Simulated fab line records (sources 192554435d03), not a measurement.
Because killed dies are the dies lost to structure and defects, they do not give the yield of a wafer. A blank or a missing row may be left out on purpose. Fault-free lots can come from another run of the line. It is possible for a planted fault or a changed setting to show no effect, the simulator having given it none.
fab line records | flow n5Finfet
record: lots: 9 wafers: 27 lastDay: 18
route steps=1938 shown BEOL_M4@1111 BEOL_M15@1814 PAD_METAL@1895 PASSIVATION@1936
lots with no fault: from the same line, run without faults
startH: start of the lot's first displayed wafer, in hours after the record's first day | waitH: how many hours have passed since the lot's step before this one | " identical to the entry in the row above | L1.1+2: several wafers, shown together as one row | - no value present, or no start provided | * or withheld: withheld | < > ~ a bound
route shown NAME@n: a module of which the file shows steps, and the number in the route of the first | usual: mean and standard deviation over wafers with no fault | same: alike in all rows | chamber/n: place in a boat | sites: readings site by site | _std_site: standard deviation of those values | _edge_site: the outer-site mean with the inner-site mean subtracted | radiusMm: how far each site lies from the wafer's centre | mask NAME#n: copy n | behind: tool/chamber where the wafer was last shaped | hold: what put the lot on hold/how long, in hours/how the hold closed | device: which transistor (n, p or np) failed to switch | end of line: the tests these same wafers got at the end of their route | where a step has no rows: the recipe by itself | killed: dies lost to structure and defects at the first sort, not the wafer's yield | map: shows each die of a wafer: x if killed, . if not, _ if none is there
set.NAME: the setting that was run; set.NAME@STEP: the one run at that earlier step | model.NAME: the simulator's own value behind a step, which no gauge read
one table for each step of the route and one row for each wafer, over a sample of lots
services: the hour from which a tool's chamber was out of use, counted from the record's first day as startH (under 0 if before that day), plus the number of hours and why
== steps ==
step: N5_BEOL_M4_RC_MEAS_101
usual: DIBL_N: 36.2/1.6 DIBL_P: 36.5/1.9 IOFF_N: 0.158/0.027 IOFF_P: 0.21/0.038 ION_N: 675/12 ION_P: 464/8.9 SS_N: 71.5/0.61 SS_P: 73.4/0.59 VT_N: 250.4/3 VT_P: -250/3.6
columns lot.wafer tool chamber startH waitH DIBL_N[mV/V] DIBL_P[mV/V] IOFF_N[nA/um] IOFF_P[nA/um] ION_N[uA/um] ION_P[uA/um] SS_N[mV/dec] SS_P[mV/dec] VT_N[mV] VT_P[mV]
L884.1 prober-01 0 164.40 0.0 37.7 38.5 0.175 0.26 683 474 72.3 74.0 251.0 -247
L884.3 " 0 " " 36.3 36.5 0.146 0.22 676 472 71.1 73.0 251.9 -250
L884.5 " 0 " " 38.5 39.0 0.194 0.27 683 468 72.0 74.1 247.4 -245
L888.1 prober-02 0 192.78 0.0 37.8 36.5 0.156 0.20 672 455 70.3 73.7 252.7 -250
L888.2 " 0 " " 37.4 37.5 0.165 0.21 676 462 71.3 73.5 248.5 -248
L888.5 " 0 " " 35.7 34.7 0.122 0.17 653 452 70.5 72.9 254.3 -253
L896.3 prober-02 0 249.91 0.3 36.5 35.8 0.149 0.23 669 466 72.0 73.0 250.0 -248
L896.4 " 0 " " 35.6 35.8 0.133 0.24 668 473 71.4 73.2 252.2 -245
L896.5 " 0 " " 36.6 36.3 0.158 0.24 687 477 71.9 73.9 248.9 -247
L897.1 prober-01 0 255.25 0.0 36.2 37.1 0.157 0.25 685 473 70.6 73.1 247.2 -246
L897.3 " 0 " " 39.3 40.7 0.232 0.31 699 480 72.4 74.5 243.7 -241
L897.4 " 0 " " 38.4 39.7 0.198 0.31 686 474 71.0 74.5 244.2 -240
L899.1 prober-02 0 276.81 0.0 36.2 35.3 0.141 0.18 677 464 70.7 73.0 250.3 -253
L899.3 " 0 " " 35.3 34.9 0.142 0.18 668 460 71.1 72.6 249.4 -252
L899.5 " 0 " " 35.5 35.6 0.138 0.18 685 457 71.1 73.1 251.5 -254
L902.2 prober-01 0 276.87 0.2 37.6 39.8 0.205 0.24 676 460 72.9 74.1 246.6 -249
L902.4 " 0 " " 35.3 38.0 0.153 0.21 669 462 71.9 74.0 252.0 -251
L902.6 " 0 " " 34.3 36.5 0.132 0.18 658 459 71.9 73.4 253.2 -253
L901.1 prober-01 0 281.24 0.0 35.9 35.2 0.144 0.20 699 475 71.7 73.5 248.9 -250
L901.2 " 0 " " 37.0 37.2 0.162 0.23 691 467 71.6 74.1 248.4 -251
L901.3 " 0 " " 38.6 40.1 0.212 0.30 705 488 72.1 74.0 245.7 -242
L904.1 prober-02 0 302.58 0.0 35.7 35.7 0.158 0.18 677 459 71.2 72.7 248.8 -254
L904.3 " 0 " " 36.8 38.1 0.175 0.23 666 457 71.6 73.8 247.5 -250
L904.6 " 0 " " 35.6 36.5 0.165 0.20 677 468 71.4 72.8 248.2 -251
L906.1 prober-01 0 313.01 0.0 38.4 38.9 0.223 0.30 690 478 73.0 74.6 246.9 -245
L906.3 " 0 " " 36.2 36.3 0.157 0.23 666 461 71.9 73.7 252.2 -248
L906.6 " 0 " " 36.0 35.3 0.158 0.21 675 461 71.6 72.9 252.8 -252
step: N5_BEOL_M15_ETCH_38
recipe: chemistry: CF4/N2 target: SiCN targetDepthA: 1064 taperDeg: 2 timeS: 120.5 ionEnergyEv: 150 maskMaterial: SiO2 pressureMtorr: 40 sourceW: 430 biasW: 70 Ar_flow_sccm: 100 cf4FlowSccm: 60 n2FlowSccm: 60
usual: drypumpMotorCurrentA: 5.7/0.56 oesProductAu: 0.79/0.091 rfVppV: 382.1/1.8 showerheadPlenumPTorr: 2.20/0.062 throttleValvePct: 15.46/0.28
columns lot.wafer tool chamber startH waitH drypumpMotorCurrentA oesProductAu rfHoursCounterH rfVppV showerheadPlenumPTorr throttleValvePct
L884.1 rieDiel-01 0 - - 5.2 0.75 174 381.4 2.20 15.76
L884.3 " 2 " " 6.0 0.79 116 382.5 2.23 15.53
L884.5 " 1 " " 4.9 0.69 - 384.3 2.26 15.50
L888.1 rieDiel-03 3 - - 5.4 0.68 248 384.0 2.26 15.75
L888.2 " 2 " " 6.6 0.92 16 382.8 2.17 15.30
L888.5 " 1 " " 5.7 0.84 - 383.5 2.23 15.20
L896.3 rieDiel-01 1 - - 4.9 0.68 242 384.4 2.26 15.55
L896.4 " 3 " " 5.9 0.70 230 380.9 2.09 15.64
L896.5 " 1 " " 4.8 0.68 - 382.5 2.26 15.55
L897.1 rieDiel-01 0 - - 5.2 0.74 195 381.9 2.20 15.82
L897.3 " 2 " " 6.0 0.77 137 381.6 2.22 15.55
L897.4 " 1 " " 4.8 0.68 244 383.0 2.26 15.55
L902.2 rieDiel-01 3 - - 5.9 0.69 242 378.8 2.09 15.67
L902.4 " 3 " " 5.9 0.69 - 379.1 2.09 15.66
L902.6 " 0 " " 5.2 0.73 - 381.4 2.19 15.83
L899.1 rieDiel-06 3 - - 5.7 0.74 164 385.8 2.28 15.48
L899.3 " 1 " " 5.0 0.94 11 382.2 2.16 15.09
L899.5 " 0 " " 6.2 0.71 - 380.1 2.09 15.73
L901.1 rieDiel-01 3 - - 5.9 0.69 244 379.7 2.09 15.66
L901.2 " 2 " " 6.0 0.76 150 383.7 2.22 15.57
L901.3 " 0 " " 5.2 0.73 207 378.7 2.19 15.84
L904.1 rieDiel-06 0 - - 6.3 0.70 235 379.1 2.09 15.76
L904.3 " 1 " " 5.0 0.92 19 381.4 2.16 15.12
L904.6 " 1 " " 5.1 0.92 - 382.3 2.16 15.12
L906.1 rieDiel-01 2 - - 6.0 0.75 158 381.3 2.21 15.62
L906.3 " 1 " " 4.8 0.92 7 383.1 2.25 15.04
L906.6 " 0 " " 5.2 0.72 - 382.1 2.19 15.84
step: N5_BEOL_M15_SPUTTER_43
recipe: material: TaN targetThkA: 150 tempC: 50 biasV: 168.6 powerW: 15000 chamberPressurePa: 0.12 timeS: 24.19
usual: biasV: 168.5/1.7 cathodeDcPowerW: 15000/2.9 throttleValvePct: 30.1/0.7
columns lot.wafer tool chamber startH waitH biasV cathodeDcPowerW throttleValvePct
L884.1 pvdSputter-03 - 272.03 0.0 170.3 14996 29.7
L884.3 " - " " 173.3 15002 30.9
L884.5 " - " " 168.4 14999 28.8
L888.1 pvdSputter-02 - 298.70 0.0 168.0 14999 29.6
L888.2 " - " " 171.3 15000 30.9
L888.5 " - " " 169.5 14996 29.9
L896.3 pvdSputter-02 - 339.92 0.0 167.6 14998 30.6
L896.4 " - " " 170.7 14996 30.9
L896.5 " - " " 170.9 14995 29.8
L897.1 pvdSputter-03 - 345.73 0.0 169.2 15003 29.9
L897.3 " - " " 166.1 15002 28.6
L897.4 " - " " 168.5 14998 29.2
L902.2 pvdSputter-02 - 371.13 0.0 165.8 15003 30.7
L902.4 " - " " 167.1 15001 30.2
L902.6 " - " " 169.9 14999 30.8
L899.1 pvdSputter-02 - 373.23 0.0 170.3 15000 30.6
L899.3 " - " " 170.1 14997 30.0
L899.5 " - " " 168.9 14999 29.8
L901.1 pvdSputter-03 - 377.27 0.0 172.0 14999 29.1
L901.2 " - " " 170.0 14998 29.6
L901.3 " - " " 170.1 14998 30.8
L904.1 pvdSputter-02 - 402.74 0.0 169.5 15000 29.8
L904.3 " - " " 171.5 15005 30.9
L904.6 " - " " 170.2 14998 29.9
L906.1 pvdSputter-01 - 406.74 0.0 169.9 14999 30.9
L906.3 " - " " 166.6 15005 31.2
L906.6 " - " " 170.9 15006 31.0
step: N5_BEOL_M15_DEP_53
recipe: material: SiCN targetThkA: 500 tempC: withheld precursor: 3MS/NH3 pressureTorr: 3 rfW: 675 timeS: 17.8
usual: showerheadPlenumPTorr: 4.153/0.018 throttleValvePct: 18.0/0.94
columns lot.wafer tool chamber startH waitH showerheadPlenumPTorr throttleValvePct
L884.1 pecvd-03 2 273.63 0.0 4.165 16.8
L884.3 " 1 " " 4.127 18.0
L884.5 " 2 " " 4.178 16.8
L888.1 pecvd-02 0 299.87 0.0 4.143 19.5
L888.2 " 2 " " 4.154 17.5
L888.5 " 0 " " 4.131 19.4
L896.3 pecvd-03 2 341.26 0.0 4.166 16.8
L896.4 " 0 " " 4.135 17.5
L896.5 " 0 " " 4.125 18.0
L897.1 pecvd-03 1 346.91 0.0 4.133 18.2
L897.3 " 0 " " 4.148 17.6
L897.4 " 1 " " 4.132 18.3
L902.2 pecvd-04 1 372.34 0.0 4.130 18.2
L902.4 " 2 " " 4.183 16.9
L902.6 " 1 " " 4.128 18.1
L899.1 pecvd-04 1 374.42 0.0 4.126 18.2
L899.3 " 2 " " 4.185 16.9
L899.5 " 2 " " 4.173 16.8
L901.1 pecvd-03 1 378.45 0.0 4.140 18.1
L901.2 " 0 " " 4.141 17.8
L901.3 " 2 " " 4.153 17.2
L904.1 pecvd-03 1 403.92 0.0 4.127 18.3
L904.3 " 2 " " 4.156 17.0
L904.6 " 2 " " 4.173 17.2
L906.1 pecvd-03 1 407.98 0.0 4.122 18.3
L906.3 " 2 " " 4.166 17.3
L906.6 " 2 " " 4.154 16.8
step: N5_PASSIVATION_SPUTTER_20
recipe: material: TaN targetThkA: 500 tempC: 25 chamberPressurePa: 0.4
usual: chamberPressurePa: 0.3999/0.00076 substrateTempC: 25.01/0.11 throttleValvePct: 30.1/0.78
columns lot.wafer tool chamber startH waitH chamberPressurePa substrateTempC throttleValvePct
L884.1 pvdSputter-03 - 280.55 0.0 0.3996 25.05 28.6
L884.3 " - " " 0.4000 24.96 30.0
L884.5 " - " " 0.3997 25.06 29.3
L888.1 pvdSputter-01 - 307.06 0.0 0.4011 25.00 29.2
L888.2 " - " " 0.3996 25.04 31.2
L888.5 " - " " 0.4004 24.92 29.5
L896.3 pvdSputter-01 - 349.36 0.0 - - -
L896.4 " - " " - - -
L896.5 " - " " - - -
L897.1 pvdSputter-02 - 356.70 0.0 - - -
L897.3 " - " " - - -
L897.4 " - " " - - -
L902.2 pvdSputter-01 - 380.00 0.0 0.4008 24.94 30.8
L902.4 " - " " 0.4008 25.14 29.2
L902.6 " - " " 0.4003 24.94 30.8
L899.1 pvdSputter-01 - 386.15 0.0 0.3994 25.13 31.2
L899.3 " - " " 0.3998 24.90 30.9
L899.5 " - " " 0.4012 24.82 30.8
L901.1 pvdSputter-02 - 386.40 0.0 0.3985 24.92 30.7
L901.2 " - " " 0.4016 24.97 30.7
L901.3 " - " " 0.4001 24.96 29.8
L904.1 pvdSputter-01 - 417.18 0.0 0.3999 24.88 29.5
L904.3 " - " " 0.3990 24.72 30.7
L904.6 " - " " 0.4009 25.14 30.5
L906.1 pvdSputter-02 - 423.74 0.0 0.3991 25.19 29.6
L906.3 " - " " 0.4005 24.81 30.8
L906.6 " - " " 0.3997 25.15 30.0
step: N5_PASSIVATION_PROBE_49
usual: defectLimitedYield: 91.3/1.7 killed_at_M0_to_M3: 33/11 killed_at_M4_up: 14/5.5 killedAtContacts: 13/6.5 killedAtFrontEnd: 39/13 killedAtOther: 3.4/2.9 killedDies: 103/20 killedOnRim: 14/4.3 killedOpen: 69/15 killedShort: 32/8.1 sort_bin_5_function: 5.1/1.1 sort_bin_6_memory: 3.3/0.74 sortNPass: 1077/20 sortYieldPct: 91.3/1.7
same: grossDies: 1180 killedAtBackSide: 0 sort_bin_4_leakage[%]: 0 sort_bin_8_speed[%]: 0
columns lot.wafer tool chamber startH waitH defectLimitedYield[%] killed_at_M0_to_M3 killed_at_M4_up killedAtContacts killedAtFrontEnd killedAtOther killedDies killedOnRim killedOpen killedShort sort_bin_5_function[%] sort_bin_6_memory[%] sortNPass sortYieldPct[%]
L884.1 prober-02 - 287.08 0.0 88.8 51 16 11 50 4 132 20 93 39 6.9 4.1 1048 88.8
L884.3 prober-02 - 287.18 0.1 88.5 31 18 20 60 7 136 18 91 39 6.7 3.7 1044 88.5
L884.5 prober-02 - 287.28 0.2 90.0 48 20 12 26 12 118 17 82 35 5.7 3.7 1062 90.0
L888.1 prober-02 - 313.48 0.0 88.1 46 28 8 55 3 140 18 91 44 6.8 4.3 1040 88.1
L888.2 prober-02 - 313.53 0.1 86.9 45 14 21 73 2 155 19 112 39 8.5 4.1 1025 86.9
L888.5 prober-02 - 313.68 0.2 90.0 52 16 18 30 2 118 15 84 33 5.1 4.5 1062 90.0
L896.3 prober-01 - 355.47 0.1 87.3 8 11 6 31 94 150 50 47 21 10.3 2.4 1030 87.3
L896.4 prober-01 - 355.52 0.2 85.4 30 10 1 33 98 172 34 53 26 12.1 2.2 1008 85.4
L896.5 prober-01 - 355.57 0.2 83.6 35 7 7 41 103 193 56 60 37 13.1 3.0 987 83.6
L897.1 prober-01 - 362.28 0.0 85.1 27 14 6 48 81 176 56 63 29 11.4 3.1 1004 85.1
L897.3 prober-01 - 362.38 0.1 85.5 22 12 7 32 98 171 7 51 24 11.5 2.5 1009 85.5
L897.4 prober-01 - 362.43 0.2 82.1 24 14 9 69 95 211 25 77 34 13.9 3.6 969 82.1
L902.2 prober-01 - 385.79 0.1 91.5 31 9 9 47 4 100 11 70 28 4.5 3.6 1080 91.5
L902.4 prober-01 - 385.89 0.2 91.9 22 6 21 34 13 96 15 60 36 5.1 2.9 1084 91.9
L902.6 prober-01 - 385.99 0.3 89.0 38 13 20 54 5 130 22 88 37 6.2 4.1 1050 89.0
L901.1 prober-02 - 393.78 0.0 92.1 21 17 9 44 2 93 9 64 28 4.5 3.1 1087 92.1
L901.2 prober-02 - 393.83 0.1 89.7 35 18 23 42 3 121 23 75 44 5.3 4.6 1059 89.7
L901.3 prober-02 - 393.88 0.1 91.5 29 13 20 34 4 100 14 72 27 4.7 3.4 1080 91.5
L906.1 prober-02 - 429.53 0.0 92.5 34 18 8 27 2 89 7 64 22 4.1 3.1 1091 92.5
L906.3 prober-02 - 429.63 0.1 90.0 37 15 14 48 4 118 19 71 42 5.1 4.6 1062 90.0
L906.6 prober-02 - 429.78 0.3 91.3 46 6 5 44 2 103 13 61 40 4.8 3.3 1077 91.3
killed by level:class
L884.1 BEOL_M0_SAQP:geometricParticle:open=20 BEOL_M0_SAQP:geometricParticle:short=13 STI_FIN_REVEAL:geometricParticle:open=10 BEOL_M3:geometricParticle:open=10 MOL_CONTACT_COAG:geometricParticle:open=10 BEOL_M4:geometricParticle:open=9 ILD0:geometricParticle:open=8 FIN_SAQP:geometricParticle:short=6
L884.3 MOL_CONTACT_COAG:geometricParticle:open=18 STI_FIN_REVEAL:geometricParticle:open=12 FIN_SAQP:geometricParticle:short=9 BEOL_M4:geometricParticle:open=9 BEOL_M1:geometricParticle:open=9 BEOL_M3:geometricParticle:open=8 FIN_SAQP:geometricParticle:open=7 GATE_CUT:geometricParticle:short=6
L884.5 BEOL_M0_SAQP:geometricParticle:open=13 BEOL_M1:geometricParticle:open=12 BEOL_M0_SAQP:geometricParticle:short=11 MOL_CONTACT_COAG:geometricParticle:open=10 DUMMY_GATE:geometricParticle:open=9 BEOL_M4:geometricParticle:open=6 STI_FIN_REVEAL:geometricParticle:open=5 BEOL_M4:geometricParticle:short=5
L888.1 STI_FIN_REVEAL:geometricParticle:open=18 BEOL_M0_SAQP:geometricParticle:short=12 BEOL_M0_SAQP:geometricParticle:open=11 FIN_SAQP:geometricParticle:open=10 BEOL_M3:geometricParticle:open=9 FIN_SAQP:geometricParticle:short=6 BEOL_M2:geometricParticle:open=6 BEOL_M5:geometricParticle:open=6
L888.2 STI_FIN_REVEAL:geometricParticle:open=35 FIN_SAQP:geometricParticle:open=16 MOL_CONTACT_COAG:geometricParticle:open=16 BEOL_M0_SAQP:geometricParticle:short=14 BEOL_M0_SAQP:geometricParticle:open=8 BEOL_M2:geometricParticle:open=8 BEOL_M3:geometricParticle:open=7 BEOL_M5:geometricParticle:open=7
L888.5 BEOL_M0_SAQP:geometricParticle:open=17 STI_FIN_REVEAL:geometricParticle:open=11 BEOL_M1:geometricParticle:open=11 MOL_CONTACT_COAG:geometricParticle:open=10 MOL_CONTACT_COAG:geometricParticle:short=8 BEOL_M3:geometricParticle:open=8 BEOL_M4:geometricParticle:open=8 BEOL_M0_SAQP:geometricParticle:short=6
L896.3 PAD_METAL:areaSputter=81 STI_FIN_REVEAL:geometricParticle:open=7 DUMMY_GATE:geometricParticle:open=6 FIN_SAQP:geometricParticle:open=4 BEOL_M4:geometricParticle:short=4 PAD_METAL:geometricParticle:open=4 MOL_CONTACT_COAG:geometricParticle:short=3 MOL_CONTACT_COAG:geometricParticle:open=3
L896.4 PAD_METAL:areaSputter=92 BEOL_M2:geometricParticle:open=14 FIN_SAQP:geometricParticle:open=7 FIN_SAQP:geometricParticle:short=6 DUMMY_GATE:geometricParticle:open=6 GATE_CUT:geometricParticle:short=4 BEOL_M1:geometricParticle:open=4 BEOL_M0_SAQP:geometricParticle:open=3
L896.5 PAD_METAL:areaSputter=94 FIN_SAQP:geometricParticle:short=9 DUMMY_GATE:geometricParticle:open=9 BEOL_M0_SAQP:geometricParticle:short=8 BEOL_M3:geometricParticle:open=8 MOL_CONTACT_COAG:geometricParticle:open=7 BEOL_M1:geometricParticle:open=7 FIN_SAQP:geometricParticle:open=5
L897.1 PAD_METAL:areaSputter=81 STI_FIN_REVEAL:geometricParticle:open=17 GATE_CUT:geometricParticle:short=11 BEOL_M3:geometricParticle:open=10 GATE_CUT:geometricParticle:open=6 MOL_CONTACT_COAG:geometricParticle:open=6 BEOL_M2:geometricParticle:open=5 FIN_SAQP:geometricParticle:open=4
L897.3 PAD_METAL:areaSputter=95 BEOL_M1:geometricParticle:open=9 BEOL_M0_SAQP:geometricParticle:open=6 STI_FIN_REVEAL:geometricParticle:open=5 MOL_CONTACT_COAG:geometricParticle:open=5 BEOL_M4:geometricParticle:open=5 FIN_SAQP:geometricParticle:open=4 DUMMY_GATE:geometricParticle:open=4
L897.4 PAD_METAL:areaSputter=94 STI_FIN_REVEAL:geometricParticle:open=15 STARTING-WAFER:geometricParticle:short=10 GATE_CUT:geometricParticle:short=9 BEOL_M1:geometricParticle:open=9 GATE_CUT:geometricParticle:open=9 MOL_CONTACT_COAG:geometricParticle:open=9 BEOL_M3:geometricParticle:open=6
L902.2 FIN_SAQP:geometricParticle:open=10 STI_FIN_REVEAL:geometricParticle:open=10 BEOL_M2:geometricParticle:open=8 MOL_CONTACT_COAG:geometricParticle:open=7 BEOL_M3:geometricParticle:open=7 FIN_SAQP:geometricParticle:short=6 BEOL_M0_SAQP:geometricParticle:open=6 BEOL_M0_SAQP:geometricParticle:short=6
L902.4 MOL_CONTACT_COAG:geometricParticle:open=15 FIN_SAQP:geometricParticle:open=8 STI_FIN_REVEAL:geometricParticle:open=6 MOL_CONTACT_COAG:geometricParticle:short=6 PASS1_CAP:geometricParticle:short=6 BEOL_M1:geometricParticle:open=5 FIN_SAQP:geometricParticle:short=4 BEOL_M0_SAQP:geometricParticle:open=4
L902.6 MOL_CONTACT_COAG:geometricParticle:open=17 BEOL_M2:geometricParticle:open=17 STI_FIN_REVEAL:geometricParticle:open=14 FIN_SAQP:geometricParticle:short=8 BEOL_M0_SAQP:geometricParticle:open=6 FIN_SAQP:geometricParticle:open=5 BEOL_M3:geometricParticle:open=5 BEOL_M4:geometricParticle:open=5
L901.1 FIN_SAQP:geometricParticle:short=10 DUMMY_GATE:geometricParticle:open=10 FIN_SAQP:geometricParticle:open=9 MOL_CONTACT_COAG:geometricParticle:open=7 BEOL_M0_SAQP:geometricParticle:open=7 BEOL_M2:geometricParticle:open=7 BEOL_M4:geometricParticle:open=7 STARTING-WAFER:geometricParticle:short=6
L901.2 MOL_CONTACT_COAG:geometricParticle:open=20 BEOL_M0_SAQP:geometricParticle:short=10 FIN_SAQP:geometricParticle:open=8 FIN_SAQP:geometricParticle:short=8 DUMMY_GATE:geometricParticle:open=8 BEOL_M3:geometricParticle:short=6 BEOL_M2:geometricParticle:open=6 BEOL_M3:geometricParticle:open=5
L901.3 MOL_CONTACT_COAG:geometricParticle:open=18 FIN_SAQP:geometricParticle:open=10 BEOL_M0_SAQP:geometricParticle:short=7 BEOL_M2:geometricParticle:open=7 FIN_SAQP:geometricParticle:short=5 BEOL_M0_SAQP:geometricParticle:open=5 BEOL_M3:geometricParticle:open=5 BEOL_M4:geometricParticle:open=5
L906.1 BEOL_M4:geometricParticle:open=10 BEOL_M0_SAQP:geometricParticle:open=9 BEOL_M1:geometricParticle:open=7 BEOL_M2:geometricParticle:open=7 MOL_CONTACT_COAG:geometricParticle:open=6 DUMMY_GATE:geometricParticle:open=5 BEOL_M0_SAQP:geometricParticle:short=5 FIN_SAQP:geometricParticle:open=4
L906.3 STI_FIN_REVEAL:geometricParticle:open=14 MOL_CONTACT_COAG:geometricParticle:open=12 BEOL_M4:geometricParticle:open=11 BEOL_M0_SAQP:geometricParticle:short=9 FIN_SAQP:geometricParticle:short=8 BEOL_M0_SAQP:geometricParticle:open=8 BEOL_M2:geometricParticle:short=6 BEOL_M2:geometricParticle:open=5
L906.6 STI_FIN_REVEAL:geometricParticle:open=16 BEOL_M0_SAQP:geometricParticle:open=15 FIN_SAQP:geometricParticle:short=12 BEOL_M0_SAQP:geometricParticle:short=9 BEOL_M2:geometricParticle:open=6 FIN_SAQP:geometricParticle:open=4 STI_FIN_REVEAL:geometricParticle:short=4 BEOL_M1:geometricParticle:short=4
== services ==
columns tool chamber startH hours kind
pecvd-04 - 265.39 0.2 repair
rieDiel-03 2 266.47 4.2 repair
pecvd-04 - 284.97 2.8 pm
rieDiel-06 1 290.13 8.6 repair
rieDiel-01 - 294.76 1.2 repair
pecvd-03 0 296.46 5.5 scheduledDown
pecvd-02 0 302.60 6.9 repair
pvdSputter-01 - 336.32 11.7 repair
pecvd-02 - 336.80 1.3 repair
pecvd-03 1 339.16 4.0 repair
pvdSputter-02 - 357.05 3.6 repair
rieDiel-03 - 357.61 13.2 repair
rieDiel-01 1 363.69 - clean
rieDiel-01 1 363.69 - consumableReplace:focusRing
rieDiel-01 1 363.69 20.8 scheduledDown
rieDiel-01 1 363.69 20.8 ventCycle
rieDiel-06 - 363.75 0.3 repair
pecvd-02 - 367.45 6.0 pm
pvdSputter-03 - 367.80 5.5 repair
pecvd-03 2 375.50 2.1 scheduledDown
pecvd-03 0 393.85 5.0 scheduledDown
pecvd-03 0 398.85 5.5 scheduledDown
pvdSputter-03 - 412.75 5.3 repair
rieDiel-01 - 420.51 2.8 pm
== key ==
firstSign: step: N5_PASSIVATION_SPUTTER_20 reading: toolRecord direction: missing
effect: step: N5_PASSIVATION_PROBE_49 reading: killedAtOther direction: up sigmas: 32 usual: 3.4 struck: 94.8
moreKillsBornAt: N5_PASSIVATION_SPUTTER_20@pvdSputter-02: 270 N5_PASSIVATION_SPUTTER_20@pvdSputter-01: 267
metAt N5_PASSIVATION_SPUTTER_20
struckLots L896,L897
notActingAt N5_BEOL_M15_ETCH_38,N5_BEOL_M15_SPUTTER_43,N5_BEOL_M15_DEP_53
onsetBetween 307.06 349.36
fault: kind: skippedStepWhole tool: pvdSputter-01,pvdSputter-02 chamber: - onsetH: 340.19 steps: N5_PASSIVATION_SPUTTER_20 scope: struckLotsOnly
